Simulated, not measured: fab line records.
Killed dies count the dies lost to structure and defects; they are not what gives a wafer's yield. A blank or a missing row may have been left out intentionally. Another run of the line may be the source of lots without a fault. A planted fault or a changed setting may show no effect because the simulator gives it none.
Which of the tools did it? | flow n5 finfet | 72 wafers from 24 lots sampled at 4 of the route's 1938 steps

## WHAT EACH GAUGE READ, for each wafer
N5_GATE_CUT_INSPECT_15: inspects for defects (brightfield).
lot  | measured     | on                | raw defect count
L074 | day 4 10:52  | defect inspect-01 | 121 95 173
L075 | day 4 22:08  | defect inspect-02 | 147 116 130
L076 | day 5 01:46  | defect inspect-02 | 125 111 206
L077 | day 5 08:04  | defect inspect-01 | 131 107 100
L078 | day 5 13:28  | defect inspect-01 | 215 154 253
L079 | day 5 18:56  | defect inspect-01 | 83 154 101
L080 | day 5 22:49  | defect inspect-01 | 70 139 127
L081 | day 6 05:47  | defect inspect-01 | 118 84 115
L082 | day 6 11:47  | defect inspect-02 | 173 148 126
L083 | day 6 19:01  | defect inspect-01 | 185 92 159
L084 | day 7 04:02  | defect inspect-01 | 192 155 219
L085 | day 7 08:34  | defect inspect-01 | 100 135 70
L086 | day 7 17:47  | defect inspect-02 | 160 146 156
L087 | day 7 19:59  | defect inspect-01 | 60 77 84
L088 | day 7 22:46  | defect inspect-01 | 138 72 91
L089 | day 8 05:31  | defect inspect-01 | 105 72 66
L090 | day 8 14:47  | defect inspect-02 | 100 131 130
L091 | day 8 20:27  | defect inspect-01 | 143 141 99
L092 | day 9 02:19  | defect inspect-02 | 196 112 183
L093 | day 9 06:07  | defect inspect-02 | 187 295 259
L094 | day 9 16:23  | defect inspect-01 | 130 123 163
L095 | day 9 19:17  | defect inspect-01 | 313 203 258
L096 | day 9 23:02  | defect inspect-02 | 125 157 136
L097 | day 10 07:08 | defect inspect-01 | 129 119 100

## WHAT TOOL EACH LOT RAN ON (gives the tool, then ch and the chambers of the sampled wafers, and finally the start)
lot  | N5_HKMG_FIN_STRIP_34              | N5_HKMG_FIN_STRIP_88                | N5_HKMG_FIN_ALD_72
L074 | rie diel-01 ch 0,2, day 4 02:57   | plasma asher-01 ch 0,1, day 4 04:16 | cvd w-01 ch 0,1, day 4 06:13
L075 | rie diel-03 ch 0,2, day 4 12:38   | plasma asher-01 ch 0,1, day 4 13:55 | cvd w-02 ch 0,1, day 4 15:52
L076 | rie diel-05 ch 0,1,2, day 4 17:15 | plasma asher-01 ch 0,1, day 4 18:37 | cvd w-02 ch 0,1, day 4 20:33
L077 | rie diel-01 ch 0,3, day 4 23:59   | plasma asher-01 ch 0,1, day 5 01:25 | cvd w-02 ch 0,1, day 5 03:24
L078 | rie diel-05 ch 0,2, day 5 05:35   | plasma asher-01 ch 0,1, day 5 06:52 | cvd w-02 ch 0,1, day 5 08:48
L079 | rie diel-01 ch 0,3, day 5 10:52   | plasma asher-01 ch 0,1, day 5 12:10 | cvd w-02 ch 0,1, day 5 14:07
L080 | rie diel-05 ch 2,3, day 5 14:22   | plasma asher-02 ch 0,1, day 5 15:43 | cvd w-02 ch 0, day 5 17:55
L081 | rie diel-01 ch 0,1,3, day 5 21:48 | plasma asher-01 ch 0,1, day 5 23:05 | cvd w-02 ch 0,1, day 6 01:03
L082 | rie diel-05 ch 1,2, day 6 03:58   | plasma asher-01 ch 0,1, day 6 05:16 | cvd w-02 ch 0,1, day 6 07:13
L083 | rie diel-01 ch 1,2,3, day 6 10:47 | plasma asher-01 ch 0,1, day 6 12:06 | cvd w-02 ch 0,1, day 6 14:05
L084 | rie diel-01 ch 1,2, day 6 20:13   | plasma asher-02 ch 0,1, day 6 21:33 | cvd w-01 ch 0,1, day 6 23:30
L085 | rie diel-05 ch 1,2,3, day 7 00:34 | plasma asher-02 ch 0,1, day 7 02:01 | cvd w-02 ch 0,1, day 7 03:54
L086 | rie diel-01 ch 1,2,3, day 7 09:35 | plasma asher-01 ch 0,1, day 7 10:53 | cvd w-01 ch 0,1, day 7 12:53
L087 | rie diel-03 ch 0,1,2, day 7 12:10 | plasma asher-02 ch 0,1, day 7 13:27 | cvd w-01 ch 0,1, day 7 15:23
L088 | rie diel-05 ch 1,2,3, day 7 15:01 | plasma asher-01 ch 0,1, day 7 16:17 | cvd w-02 ch 0,1, day 7 18:13
L089 | rie diel-03 ch 0,2, day 7 21:43   | plasma asher-01 ch 0,1, day 7 23:02 | cvd w-02 ch 0, day 8 00:58
L090 | rie diel-03 ch 1,3, day 8 05:43   | plasma asher-02 ch 0,1, day 8 07:07 | cvd w-02 ch 0,1, day 8 09:08
L091 | rie diel-03 ch 0,1,2, day 8 12:10 | plasma asher-01 ch 0,1, day 8 13:31 | cvd w-02 ch 0,1, day 8 15:26
L092 | rie diel-05 ch 0,1, day 8 18:22   | plasma asher-01 ch 0,1, day 8 19:43 | cvd w-01 ch 0,1, day 8 21:43
L093 | rie diel-01 ch 0,1,3, day 8 21:59 | plasma asher-01 ch 0,1, day 8 23:21 | cvd w-02 ch 0,1, day 9 01:17
L094 | rie diel-03 ch 1,2, day 9 08:22   | plasma asher-01 ch 0,1, day 9 09:53 | cvd w-01 ch 0,1, day 9 11:49
L095 | rie diel-01 ch 0,3, day 9 10:50   | plasma asher-02 ch 0,1, day 9 12:08 | cvd w-02 ch 0,1, day 9 14:06
L096 | rie diel-05 ch 0,1,3, day 9 14:44 | plasma asher-02 ch 0,1, day 9 16:02 | cvd w-02 ch 0,1, day 9 18:11
L097 | rie diel-03 ch 1,2,3, day 9 23:15 | plasma asher-02 ch 1, day 10 00:38  | cvd w-01 ch 0, day 10 02:34
- N5_HKMG_FIN_STRIP_34: strips in CF4.
- N5_HKMG_FIN_STRIP_88: strips in N2/H2, time 360 s.
- N5_HKMG_FIN_ALD_72: deposits W, target thk 2 nm, pulse time 1 s, purge time 2 s.

## AS READ BY THE TOOLS THEMSELVES (means over the sampled wafers that have a number; for cases with no such wafer, the mark the record gives instead)
N5_HKMG_FIN_STRIP_34.
lot  | tool        | drypump motor current A (A) | oes product au (a.u.) | rf vpp V (V) | showerhead plenum p Torr (Torr) | throttle valve pct (%)
L074 | rie diel-01 | 5.5                         | 0.78                  | 270.8        | 1.78                            | 13.72
L075 | rie diel-03 | 5.8                         | 0.86                  | 270.2        | 1.75                            | 13.41
L076 | rie diel-05 | 5.7                         | 0.77                  | 272.2        | 1.84                            | 13.60
L077 | rie diel-01 | 5.1                         | 0.86                  | 269.7        | 1.76                            | 13.29
L078 | rie diel-05 | 6.0                         | 0.76                  | 272.9        | 1.85                            | 13.49
L079 | rie diel-01 | 5.1                         | 0.86                  | 270.4        | 1.76                            | 13.31
L080 | rie diel-05 | 6.0                         | 0.72                  | 271.6        | 1.82                            | 13.68
L081 | rie diel-01 | 5.3                         | 0.88                  | 270.9        | 1.78                            | 13.27
L082 | rie diel-05 | 5.9                         | 0.71                  | 272.2        | 1.82                            | 13.82
L083 | rie diel-01 | 5.5                         | 0.82                  | 270.3        | 1.78                            | 13.53
L084 | rie diel-01 | 5.7                         | 0.77                  | 270.9        | 1.80                            | 13.74
L085 | rie diel-05 | 5.7                         | 0.72                  | 271.8        | 1.81                            | 13.82
L086 | rie diel-01 | 5.5                         | 0.82                  | 270.6        | 1.78                            | 13.53
L087 | rie diel-03 | 6.0                         | 0.83                  | 270.5        | 1.75                            | 13.46
L088 | rie diel-05 | 5.8                         | 0.72                  | 271.3        | 1.80                            | 13.85
L089 | rie diel-03 | 5.6                         | 0.74                  | 270.6        | 1.72                            | 13.52
L090 | rie diel-03 | 6.4                         | 0.88                  | 271.5        | 1.81                            | 13.48
L091 | rie diel-03 | 6.1                         | 0.81                  | 270.7        | 1.75                            | 13.49
L092 | rie diel-05 | 5.5                         | 0.79                  | 272.0        | 1.85                            | 13.48
L093 | rie diel-01 | 5.3                         | 0.83                  | 270.7        | 1.77                            | 13.32
L094 | rie diel-03 | 6.2                         | 0.86                  | 270.3        | 1.76                            | 13.45
L095 | rie diel-01 | 5.1                         | 0.80                  | 269.8        | 1.75                            | 13.39
L096 | rie diel-05 | 5.5                         | 0.75                  | 272.0        | 1.81                            | 13.67
L097 | rie diel-03 | 6.1                         | 0.84                  | 271.5        | 1.80                            | 13.51

N5_HKMG_FIN_STRIP_88.
lot  | tool            | drypump motor current A (A) | heater power w (W)
L074 | plasma asher-01 | 5.5                         | 532
L075 | plasma asher-01 | 5.5                         | 534
L076 | plasma asher-01 | 5.3                         | 544
L077 | plasma asher-01 | 5.5                         | 528
L078 | plasma asher-01 | 5.3                         | 545
L079 | plasma asher-01 | 5.3                         | 545
L080 | plasma asher-02 | 5.8                         | 489
L081 | plasma asher-01 | 5.5                         | 519
L082 | plasma asher-01 | 5.5                         | 529
L083 | plasma asher-01 | 5.5                         | 528
L084 | plasma asher-02 | 5.8                         | 495
L085 | plasma asher-02 | 5.8                         | 511
L086 | plasma asher-01 | 5.5                         | 526
L087 | plasma asher-02 | 5.8                         | 508
L088 | plasma asher-01 | 5.3                         | 556
L089 | plasma asher-01 | 5.5                         | 525
L090 | plasma asher-02 | 5.8                         | 499
L091 | plasma asher-01 | 5.3                         | 545
L092 | plasma asher-01 | 5.3                         | 551
L093 | plasma asher-01 | 5.3                         | 551
L094 | plasma asher-01 | 5.5                         | 531
L095 | plasma asher-02 | 5.8                         | 505
L096 | plasma asher-02 | 5.8                         | 501
L097 | plasma asher-02 | 5.7                         | 487

N5_HKMG_FIN_ALD_72.
lot  | tool     | heater power w (W) | precursor pulse height rel
L074 | cvd w-01 | 454                | 1.003
L075 | cvd w-02 | 512                | 1.016
L076 | cvd w-02 | 516                | 1.004
L077 | cvd w-02 | 472                | 0.990
L078 | cvd w-02 | 515                | 1.001
L079 | cvd w-02 | 477                | 0.997
L080 | cvd w-02 | 430                | 0.999
L081 | cvd w-02 | 511                | 1.004
L082 | cvd w-02 | 525                | 0.994
L083 | cvd w-02 | 514                | 1.013
L084 | cvd w-01 | 456                | 0.997
L085 | cvd w-02 | 474                | 0.985
L086 | cvd w-01 | 458                | 1.005
L087 | cvd w-01 | 454                | 0.975
L088 | cvd w-02 | 515                | 0.984
L089 | cvd w-02 | 446                | 1.008
L090 | cvd w-02 | 480                | 1.004
L091 | cvd w-02 | 519                | 1.006
L092 | cvd w-01 | 469                | 0.977
L093 | cvd w-02 | 474                | 1.000
L094 | cvd w-01 | 456                | 1.009
L095 | cvd w-02 | 475                | 0.981
L096 | cvd w-02 | 477                | 0.996
L097 | cvd w-01 | 474                | 1.002

## THE ANSWER, worked out from the rows above alone
Rule: the usual values come from the lots themselves. Put in order of their means at a reading, lots are off if they are a third of the lots or fewer, leave a main group of 4 or more, and stand apart from it by a gap of 3 or more times the standard deviation of the main group's means; of several such gaps the widest counts. If all means in a main group match to the digits the tables above print for the reading, that group is not used. A lot without any number at a reading at which 4 lots or more have one is off too. Any other lot the step has rows for is counted as sound. The gauges are gone through in route order, then the tools' own readings, and for those a lot's mean is taken as printed above. The first step at which some lot is off is used, and at that step the reading that is off furthest; a lot without a number counts as furthest.
No lot is off at any reading shown: from this, nothing can be told.

## WHAT THE SIMULATOR HAD INSERTED
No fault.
